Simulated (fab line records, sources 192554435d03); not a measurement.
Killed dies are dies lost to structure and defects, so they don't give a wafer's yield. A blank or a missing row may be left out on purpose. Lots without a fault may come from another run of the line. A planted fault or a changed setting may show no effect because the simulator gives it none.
Split-lot experiment | flow n5_finfet | 7 lots, 21 wafers read, on a route of 1938 steps

THE SPLIT
At N5_BEOL_M6_DESCUM_33 (chemistry O2, time 7 s), the setting time_s was moved away from the recipe's 7 s on 11 of the 21 wafers read, by -22.1% to +10.2%. The other wafers ran this setting at the recipe's value.

The reading is taken at the split's own step.

THE READING
CAR-EUV_of_BEOL_M6_COAT_22.thk_nm (the simulator's own value, which no gauge read), in nm, at N5_BEOL_M6_DESCUM_33 (chemistry O2, time 7 s). The file gives no usual value for it. The 10 wafers here that ran the recipe average 26.1 nm, standard deviation 0.092 nm.

wafer  | tool, chamber at the split | time_s as run, s | against the recipe | CAR-EUV_of_BEOL_M6_COAT_22.thk_nm, nm | against lot-mates on the recipe
L074.3 | rie_diel-02, 1,2           | 7                | recipe             | 26                                    | -
L074.6 | rie_diel-02, 1,2           | 7                | recipe             | 26                                    | -
L074.5 | rie_diel-02, 3             | 6.075            | -13.2%             | 26.6                                  | +0.6
L078.2 | rie_diel-04, 2,2,1         | 7                | recipe             | 26.2                                  | -
L078.5 | rie_diel-04, 2,2,1         | 7                | recipe             | 26.2                                  | -
L078.6 | rie_diel-04, 2,2,1         | 7                | recipe             | 26.2                                  | -
L079.1 | rie_diel-01, 1             | 6.378            | -8.9%              | 26.4                                  | +0.4
L079.2 | rie_diel-01, 0             | 6.378            | -8.9%              | 26.2                                  | +0.2
L079.3 | rie_diel-01, 3             | 7                | recipe             | 26                                    | -
L085.1 | rie_diel-01, 1             | 7                | recipe             | 26.2                                  | -
L085.3 | rie_diel-01, 3,0           | 7.715            | +10.2%             | 25.6                                  | -0.6
L085.6 | rie_diel-01, 3,0           | 7.715            | +10.2%             | 25.6                                  | -0.6
L096.2 | rie_diel-02, 2,0,1         | 5.451            | -22.1%             | 26.8                                  | no lot-mate on the recipe
L096.3 | rie_diel-02, 2,0,1         | 5.451            | -22.1%             | 26.8                                  | no lot-mate on the recipe
L096.6 | rie_diel-02, 2,0,1         | 5.451            | -22.1%             | 26.8                                  | no lot-mate on the recipe
L094.4 | rie_diel-04, 1,0           | 7                | recipe             | 26.2                                  | -
L094.6 | rie_diel-04, 1,0           | 7                | recipe             | 26.2                                  | -
L094.5 | rie_diel-04, 1             | 5.685            | -18.8%             | 26.8                                  | +0.6
L097.2 | rie_diel-01, 3             | 7                | recipe             | 26.2                                  | -
L097.3 | rie_diel-01, 2             | 6.154            | -12.1%             | 26.8                                  | +0.6
L097.4 | rie_diel-01, 1             | 6.154            | -12.1%             | 26.6                                  | +0.4
Where a row lists several chambers, the file gives one row for several wafers and doesn't say which wafer went through which chamber.

THE FIT
A straight line over all 21 wafers: CAR-EUV_of_BEOL_M6_COAT_22.thk_nm changes by -0.0355 nm for each +1% of time_s; r = -0.95; the points scatter about the line by 0.12 nm.
The same after taking each lot's own level away (the mean of its wafers on the recipe; 18 wafers): -0.043 nm for each +1%; r = -0.97; scatter 0.088 nm.
On that fit, the largest move of time_s shifts the reading by 0.95 nm.
The lots' own levels span 26.00 to 26.20 nm, that is 2.2 times the standard deviation above.
So the lot-to-lot level changes the slope: the two fits differ.
Check: with one of the wafers moved furthest among these (-18.8%) left out of the fit, the line predicts +0.84 nm for it against its lot-mates. It came out at +0.6 nm against them.

OTHER SPLITS ON THESE WAFERS
These wafers also went through other splits before the reading. Each is held against what the fit with the lots' levels taken away leaves over:
other split on the same wafers   | wafers away from the commonest value | r with CAR-EUV_of_BEOL_M6_COAT_22.thk_nm (lot level and that fit taken away)
N5_BEOL_M5_VIA_ETCH_34 bias_w    | 6                                    | +0.01
N5_BEOL_M5_TRENCH_ETCH_37 time_s | 9                                    | -0.33

THE FILE'S OWN FIT
CAR-EUV_of_BEOL_M6_COAT_22.thk_nm changes by -0.0397 nm for each +1% of time_s, r = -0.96.
